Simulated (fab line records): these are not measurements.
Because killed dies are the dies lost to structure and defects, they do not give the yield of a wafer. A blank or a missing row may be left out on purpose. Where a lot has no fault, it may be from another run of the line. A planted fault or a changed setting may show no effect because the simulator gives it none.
fab line records ; flow n5Finfet
record: lots: 5; wafers: 15; lastDay: 17
route steps=1938 shown STI_FIN_REVEAL@209 DUMMY_GATE@212 ILD0@338 PASSIVATION@1936
lots that met no fault: taken from a fault-free run of the same line
startH: start of the lot's first displayed wafer, in hours after the record's first day ; waitH: hours elapsed since this lot's preceding step ; " the same as in the row above ; L1.1+2: several wafers, shown together as one row ; - no value present, or no start provided ; * or withheld: withheld ; < > ~ a bound
route shown NAME@n: NAME is a module with steps in the file, n the number in the route of the first one ; usual: the fault-free wafers' mean and standard deviation ; same: alike in all rows ; chamber/n: place in a boat ; sites: readings site by site ; _std_site: their standard deviation ; _edge_site: mean of outer sites minus mean of inner sites ; radiusMm: how far each site lies from the wafer's centre ; mask NAME#n: copy n ; behind: the last tool/chamber to shape the wafer ; hold: the reason the lot was held/the length of the hold in hours/how it ended ; device: transistor that didn't switch, given as n, p or np ; end of line: the same wafers' tests at the end of the route ; for a step that has no rows: nothing shown but its recipe ; killed: dies that structure and defects cost at the first sort, which is not the same as the wafer's yield ; map: dies across one wafer; x = killed, . = not, _ = none there
set.NAME: the run value of the setting; set.NAME@STEP: its run value at that earlier step ; model.NAME: the simulator's own value behind a step, which no gauge read
lots seen at some steps along the route; tables by step, rows by wafer
services: the hour from which a tool's chamber was out of use, counted from the record's first day as startH (under 0 if before that day), plus the number of hours and why
== steps ==
step: N5_STI_FIN_REVEAL_PRECLEAN_18
recipe: chemistry: SC2; timeS: 45; tempC: 35; mix: 1:1:50
step: N5_STI_FIN_REVEAL_SRD_28
recipe: dry: ipaMarangoni; timeS: 30; tempC: 23; rinseLiquid: diw
step: N5_DUMMY_GATE_PRECLEAN_00
recipe: chemistry: O3/DIW; timeS: 60; tempC: 22; o3Ppm: 10
step: N5_DUMMY_GATE_SRD_01
recipe: timeS: 30; tempC: 23; rinseLiquid: diw; dry: ipaMarangoni
step: N5_DUMMY_GATE_ALD_02
recipe: material: SiO2; targetThkA: 20; tempC: 300; aldPrecursorFamily: BDEAS; aldCoReactant: O2-plasma; pulseTimeS: 1; pressureTorr: 2
step: N5_DUMMY_GATE_CVD_03
recipe: material: a-Si; targetThkA: 1500; tempC: 530; precursor: SiH4; timeS: 8042
step: N5_DUMMY_GATE_PRECLEAN_46
recipe: chemistry: DIW; timeS: 89.5; tempC: 23
step: N5_DUMMY_GATE_SRD_47
recipe: dryTimeS: 32; dry: n2Spin; spinRpm: 1500
step: N5_DUMMY_GATE_CMP_04
recipe: material: a-Si; postCmpClean: alkalineBrush
step: N5_DUMMY_GATE_HM_DEP_06
recipe: material: SiNx; targetThkA: 800; precursor: DCS/NH3; tempC: 700; pressureMtorr: 300; timeS: 5141
lot.wafer;tool;chamber;startH;waitH;model.SiNx_of_DUMMY_GATE_HM_DEP_06.thkNm
L675.2+3;lpcvd-02;0/70,0/75;68.11;0.0;81.2
L675.5;lpcvd-02;0/84;68.11;0.0;81.6
L682.1+3;lpcvd-02;1/90,1/100;109.28;0.0;76
L682.4;lpcvd-02;1/104;109.28;0.0;76.4
L683.2+6;lpcvd-02;1/70,1/89;115.54;0.0;76.6
L683.4;lpcvd-02;1/79;115.54;0.0;76.8
L684.2;lpcvd-02;0/95;119.82;0.0;76.2
L684.3+4;lpcvd-02;0/100,0/104;119.82;0.0;76.6
L689.4;lpcvd-01;1/79;149.56;0.0;80.4
L689.5;lpcvd-01;1/84;149.56;0.0;80.2
L689.6;lpcvd-01;1/89;149.56;0.0;80
step: N5_DUMMY_GATE_PECVD_30
recipe: material: SiO2; targetThkA: 550; tempC: 400; precursor: TEOS/O2; pressureTorr: 6.5; rfW: withheld; teosFlowSccm: withheld; gas: O2; flowSccm: 2650; timeS: 10.8
step: N5_DUMMY_GATE_COAT_34
recipe: resist: SOC; tempC: 250; timeS: 60; spinRpm: 1500; resistThkNm: 60
step: N5_DUMMY_GATE_COAT_35
recipe: resist: SiARC; tempC: 220; timeS: 60; spinRpm: 1500; resistThkNm: 10
step: N5_DUMMY_GATE_COAT_28
recipe: resist: underlayer; tempC: 205; timeS: 60; spinRpm: 1500; resistThkNm: 10
step: N5_DUMMY_GATE_COAT_09
recipe: resist: CAR-EUV; spinRpm: 1500; resistThkNm: 30
step: N5_DUMMY_GATE_EBR_11
recipe: solvent: PGMEA; ebrWidthMm: 1.5
step: N5_DUMMY_GATE_SOFTBAKE_10
recipe: tempC: 110; timeS: 60; resist: CAR-EUV
step: N5_DUMMY_GATE_EXPOSE_12
recipe: maskId: GATE; na: 0.33; sourceShape: annular; sigmaInner: 0.2; sigmaOuter: 0.6; polarization: unpolarized; targetCdNm: 25; doseMj: 34
step: N5_DUMMY_GATE_PEB_13
recipe: pebTempC: 100; pebTimeS: 60; resist: CAR-EUV
step: N5_DUMMY_GATE_DEVELOP_14
recipe: developTimeS: 30; developer: TMAH; resist: CAR-EUV; rinseLiquid: surfactantRinse; dry: airSpin; devTempC: 23
step: N5_DUMMY_GATE_DESCUM_20
recipe: chemistry: O2; timeS: 6.2; sourcePowerW: 50; biasPowerW: 20; pressureMtorr: 20; rfFrequencyHz: 2.712e+07; tempC: 40; resist: CAR-EUV; o2FlowSccm: 225
step: N5_DUMMY_GATE_ETCH_29
recipe: chemistry: N2/H2; target: underlayer; targetDepthA: 130; ionEnergyEv: 200; pressureMtorr: 30; sourceW: 840; biasW: 150; n2FlowSccm: 200; h2FlowSccm: 200
step: N5_DUMMY_GATE_ETCH_36
recipe: chemistry: CF4; target: SiARC; targetDepthA: 130; pressureMtorr: 40; sourceW: 545; biasW: 36; Ar_flow_sccm: 100; cf4FlowSccm: 100; ionEnergyEv: 80
step: N5_DUMMY_GATE_ETCH_37
recipe: chemistry: N2/H2; target: SOC; targetDepthA: 600; overetchA: 300; tempC: 40; ionEnergyEv: 200; pressureMtorr: 30; sourceW: 840; biasW: 150; n2FlowSccm: 200; h2FlowSccm: 200
step: N5_DUMMY_GATE_STRIP_38
recipe: chemistry: N2/H2; tempC: 40; n2FlowSccm: 200; h2FlowSccm: 200; rfFrequencyHz: 6e+07
step: N5_DUMMY_GATE_STRIP_39
recipe: chemistry: N2/H2; tempC: 40; n2FlowSccm: 200; h2FlowSccm: 200; rfFrequencyHz: 6e+07
step: N5_DUMMY_GATE_TRIM_49
recipe: chemistry: O2; resist: SOC; timeS: 29; targetCdNm: 14; sourcePowerW: 300; biasPowerW: 0; O2_flow_sccm: 100; tempC: 20
step: N5_DUMMY_GATE_STRIP_40
recipe: chemistry: CF4; resist: SiARC; powerW: 300; biasPowerW: 75; pressureMtorr: 50; cf4FlowSccm: 150; rfFrequencyHz: 6e+07
step: N5_DUMMY_GATE_ETCH_31
recipe: chemistry: C4F6/O2; target: SiO2; maskMaterial: SOC; targetDepthA: 825; timeS: 27.5; ionEnergyEv: 250; pressureMtorr: 30; sourceW: 345; biasW: 185; Ar_flow_sccm: 300; C4F6_flow_sccm: 10; O2_flow_sccm: 10
step: N5_DUMMY_GATE_STRIP_41
recipe: chemistry: O2; powerW: 400; tempC: 40; pressureMtorr: 30; rfFrequencyHz: 6e+07; biasPowerW: 0; overashFraction: 0.3; o2FlowSccm: 225
step: N5_DUMMY_GATE_HM_OPEN_21
recipe: chemistry: CH3F/O2; target: SiNx; targetDepthA: 1200; Ar_flow_sccm: 150; CH3F_flow_sccm: 30; O2_flow_sccm: 23; timeS: 171.4; pressureMtorr: 30; sourceW: 395; biasW: 73; ionEnergyEv: 120.7
step: N5_DUMMY_GATE_ETCH_32
recipe: chemistry: CF4; target: SiO2; targetDepthA: 35; timeS: 3.9; ionEnergyEv: 350; pressureMtorr: 10; icpW: 800; biasW: 400; cf4FlowSccm: 80
step: N5_DUMMY_GATE_ETCH_23
recipe: chemistry: HBr/Cl2/O2; HBr_flow_sccm: 150; Cl2_flow_sccm: 80; O2_flow_sccm: 12; biasW: 102; targetDepthA: 410; timeS: 22.3; target: poly-Si; maskMaterial: SiO2; pressureMtorr: 10; icpW: 800
step: N5_DUMMY_GATE_ETCH_44
recipe: chemistry: HBr/O2; overEtchFrac: 0.7; targetDepthA: 1275; stopOn: SiO2; ionEnergyEv: 60; biasW: 20; target: poly-Si; maskMaterial: SiO2; pressureMtorr: 20; icpW: 400; HBr_flow_sccm: 120; O2_flow_sccm: 10
step: N5_ILD0_CMP_03
recipe: stopOn: SiNx; tOverpolishS: 1.9; postCmpClean: alkalineBrush; downForcePsi: 4.1491; platenRpm: 51.796; padVelocityMS: 1.0306; targetThkNm: 197.38
usual: motorCurrentA: 12.0/1; overpolishRunS: 1.900/0.0094; timeToEndpointS: 67.0/2.7
lot.wafer;tool;chamber;startH;waitH;motorCurrentA;overpolishRunS;timeToEndpointS;model.SiNx_of_DUMMY_GATE_HM_DEP_06.thkNm
L675.3;cmp-04;0;87.33;0.1;12.3;1.893;69.5;78.2
L675.2;cmp-04;1;87.33;0.1;12.9;1.895;63.8;78.2
L675.5;cmp-04;3;87.33;0.1;11.3;1.890;68.5;78.6
L682.1;cmp-01;1;128.85;0.0;12.3;1.892;65.4;73
L682.3;cmp-01;2;128.85;0.0;11.6;1.914;65.9;73
L682.4;cmp-01;3;128.85;0.0;11.8;1.900;68.1;73.4
L683.4;cmp-04;1;134.60;0.0;12.2;1.908;67.2;73.8
L683.2;cmp-04;3;134.60;0.0;11.2;1.899;67.9;73.6
L683.6;cmp-04;2;134.60;0.0;11.5;1.897;70.8;73.6
L684.4;cmp-02;2;140.29;0.0;10.2;1.894;63.6;73.6
L684.3;cmp-02;3;140.29;0.0;13.1;1.908;65.5;73.6
L684.2;cmp-02;0;140.29;0.0;11.6;1.903;64.9;73.2
L689.4;cmp-02;0;169.78;0.1;11.6;1.885;64.9;77.4
L689.5;cmp-02;3;169.78;0.1;12.8;1.890;67.6;77.2
L689.6;cmp-02;0;169.78;0.1;10.8;1.898;68.6;77
step: N5_PASSIVATION_PROBE_49
usual: killed_at_M0_to_M3: 36/10; killed_at_M4_up: 13/5.5; killedAtContacts: 12/5.6; killedAtFrontEnd: 42/12; killedAtOther: 4/3.2; killedDies: 108/18; killedOpen: 71/13; killedShort: 34/7.8
same: grossDies: 1180; killedAtBackSide: 0
lot.wafer;tool;chamber;startH;waitH;killed_at_M0_to_M3;killed_at_M4_up;killedAtContacts;killedAtFrontEnd;killedAtOther;killedDies;killedOpen;killedShort
L675.2;prober-02;-;289.21;0.1;27;10;11;59;1;108;73;34
L675.3;prober-02;-;289.26;0.1;37;14;6;49;3;109;78;31
L675.5;prober-02;-;289.36;0.2;30;12;7;40;1;90;53;36
L683.2;prober-02;-;336.88;0.1;31;14;9;52;3;109;74;34
L683.4;prober-02;-;336.98;0.2;53;14;14;25;6;112;70;42
L683.6;prober-02;-;337.08;0.3;49;15;5;48;3;120;75;42
L682.1;prober-01;-;347.91;0.0;40;18;8;31;5;102;73;29
L682.3;prober-01;-;348.01;0.1;45;15;8;19;6;93;66;26
L682.4;prober-01;-;348.06;0.2;34;9;16;35;2;96;66;27
L684.2;prober-01;-;355.19;0.1;30;2;14;39;6;91;54;36
L684.3;prober-01;-;355.24;0.1;25;15;12;37;3;92;62;30
L684.4;prober-01;-;355.29;0.2;27;13;19;31;0;90;63;26
L689.4;prober-01;-;401.05;0.2;47;11;6;37;0;101;69;28
L689.5;prober-01;-;401.10;0.2;29;17;9;59;2;116;85;30
L689.6;prober-01;-;401.15;0.3;35;19;16;46;12;128;81;45
killed by level:class
L675.2 FIN_SAQP:geometricParticle:open=16 FIN_SAQP:geometricParticle:short=13 STI_FIN_REVEAL:geometricParticle:open=11 BEOL_M0_SAQP:geometricParticle:open=10 MOL_CONTACT_COAG:geometricParticle:open=8 BEOL_M0_SAQP:geometricParticle:short=6 GATE_CUT:geometricParticle:open=4 BEOL_M1:geometricParticle:open=4
L675.3 STI_FIN_REVEAL:geometricParticle:open=15 BEOL_M0_SAQP:geometricParticle:short=8 BEOL_M1:geometricParticle:open=8 FIN_SAQP:geometricParticle:open=7 DUMMY_GATE:geometricParticle:open=7 BEOL_M3:geometricParticle:open=7 FIN_SAQP:geometricParticle:short=6 BEOL_M4:geometricParticle:open=6
L675.5 STI_FIN_REVEAL:geometricParticle:open=8 BEOL_M0_SAQP:geometricParticle:short=8 FIN_SAQP:geometricParticle:short=5 DUMMY_GATE:geometricParticle:open=5 BEOL_M0_SAQP:geometricParticle:open=5 BEOL_M2:geometricParticle:open=5 BEOL_M3:geometricParticle:open=5 FIN_SAQP:geometricParticle:open=4
L683.2 STI_FIN_REVEAL:geometricParticle:open=15 DUMMY_GATE:geometricParticle:open=15 BEOL_M0_SAQP:geometricParticle:short=10 FIN_SAQP:geometricParticle:short=7 BEOL_M1:geometricParticle:open=7 BEOL_M0_SAQP:geometricParticle:open=7 MOL_CONTACT_COAG:geometricParticle:open=6 BEOL_M2:geometricParticle:open=4
L683.4 MOL_CONTACT_COAG:geometricParticle:open=11 BEOL_M0_SAQP:geometricParticle:short=11 BEOL_M2:geometricParticle:open=11 STI_FIN_REVEAL:geometricParticle:open=8 BEOL_M0_SAQP:geometricParticle:open=7 BEOL_M1:geometricParticle:open=7 BEOL_M2:geometricParticle:short=7 BEOL_M4:geometricParticle:open=4
L683.6 FIN_SAQP:geometricParticle:open=18 BEOL_M0_SAQP:geometricParticle:short=18 BEOL_M0_SAQP:geometricParticle:open=12 STI_FIN_REVEAL:geometricParticle:open=7 DUMMY_GATE:geometricParticle:open=7 BEOL_M2:geometricParticle:open=6 BEOL_M1:geometricParticle:open=6 BEOL_M4:geometricParticle:open=5
L682.1 BEOL_M4:geometricParticle:open=13 BEOL_M2:geometricParticle:open=12 FIN_SAQP:geometricParticle:open=9 DUMMY_GATE:geometricParticle:open=9 BEOL_M0_SAQP:geometricParticle:short=8 MOL_CONTACT_COAG:geometricParticle:open=7 BEOL_M0_SAQP:geometricParticle:open=7 BEOL_M3:geometricParticle:open=6
L682.3 BEOL_M1:geometricParticle:open=11 MOL_CONTACT_COAG:geometricParticle:open=8 BEOL_M0_SAQP:geometricParticle:open=7 BEOL_M3:geometricParticle:open=6 BEOL_M2:geometricParticle:open=6 DUMMY_GATE:geometricParticle:open=5 FIN_SAQP:geometricParticle:open=4 BEOL_M0_SAQP:geometricParticle:short=4
L682.4 MOL_CONTACT_COAG:geometricParticle:open=15 DUMMY_GATE:geometricParticle:open=10 BEOL_M0_SAQP:geometricParticle:short=9 STI_FIN_REVEAL:geometricParticle:open=7 BEOL_M0_SAQP:geometricParticle:open=6 BEOL_M0:geometricParticle:open=6 FIN_SAQP:geometricParticle:short=5 BEOL_M1:geometricParticle:open=4
L684.2 FIN_SAQP:geometricParticle:open=11 MOL_CONTACT_COAG:geometricParticle:open=11 GATE_CUT:geometricParticle:short=8 BEOL_M0_SAQP:geometricParticle:short=7 STI_FIN_REVEAL:geometricParticle:open=6 BEOL_M1:geometricParticle:open=6 BEOL_M2:geometricParticle:open=6 BEOL_M3:geometricParticle:open=4
L684.3 MOL_CONTACT_COAG:geometricParticle:open=10 FIN_SAQP:geometricParticle:open=9 FIN_SAQP:geometricParticle:short=8 BEOL_M3:geometricParticle:open=8 BEOL_M1:geometricParticle:open=5 GATE_CUT:geometricParticle:short=5 BEOL_M4:geometricParticle:open=5 STARTING-WAFER:geometricParticle:open=4
L684.4 MOL_CONTACT_COAG:geometricParticle:open=15 BEOL_M2:geometricParticle:open=10 FIN_SAQP:geometricParticle:open=8 FIN_SAQP:geometricParticle:short=6 BEOL_M4:geometricParticle:open=6 GATE_CUT:geometricParticle:short=5 BEOL_M3:geometricParticle:open=5 MOL_CONTACT_COAG:geometricParticle:short=4
L689.4 BEOL_M3:geometricParticle:open=15 BEOL_M2:geometricParticle:open=9 STI_FIN_REVEAL:geometricParticle:open=8 BEOL_M0_SAQP:geometricParticle:open=7 DUMMY_GATE:geometricParticle:open=6 FIN_SAQP:geometricParticle:open=5 BEOL_M0_SAQP:geometricParticle:short=5 MOL_CONTACT_COAG:geometricParticle:open=4
L689.5 STI_FIN_REVEAL:geometricParticle:open=30 BEOL_M0_SAQP:geometricParticle:short=8 FIN_SAQP:geometricParticle:short=7 MOL_CONTACT_COAG:geometricParticle:open=7 BEOL_M4:geometricParticle:open=7 BEOL_M0_SAQP:geometricParticle:open=6 BEOL_M2:geometricParticle:open=5 BEOL_M3:geometricParticle:open=5
L689.6 MOL_CONTACT_COAG:geometricParticle:open=14 STI_FIN_REVEAL:geometricParticle:open=12 FIN_SAQP:geometricParticle:short=11 BEOL_M3:geometricParticle:open=10 FIN_SAQP:geometricParticle:open=7 STI_FIN_REVEAL:geometricParticle:short=6 BEOL_M2:geometricParticle:open=6 BEOL_M5:geometricParticle:open=5
== services ==
tool;chamber;startH;hours;kind
cmp-01;-;45.08;3.4;repair
cmp-04;-;100.00;1.4;repair
cmp-04;-;145.63;1.0;repair
cmp-04;-;154.06;1.0;repair
== key ==
firstSign none at tools or gauges
modelEffect: step: N5_DUMMY_GATE_HM_DEP_06; value: SiNx_of_DUMMY_GATE_HM_DEP_06.thkNm; without: 81.36; struck: 76.42
modelEffect: step: N5_ILD0_CMP_03; value: SiNx_of_DUMMY_GATE_HM_DEP_06.thkNm; without: 78.27; struck: 73.42
metAt N5_DUMMY_GATE_HM_DEP_06
struckWafers L682.1,L682.3,L682.4,L683.2,L683.4,L683.6,L684.2,L684.3,L684.4
testerLeftOut L682,L683,L684
onsetBetween 68.11 109.28
fault: kind: processParameterDrift; tool: lpcvd-02; chamber: -; onsetH: 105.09; steps: N5_DUMMY_GATE_HM_DEP_06; channel: timeS; offset: *; shape: step; endH: 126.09; actsIn: *; stated: *
testerLeftOut: of these lots the tester's yield and bins aren't shown, on N5 and GAA mostly nor the transistor test; their killed dies are dies lost to structure and defects alone, not to doping, threshold or leakage, so they don't give the yield
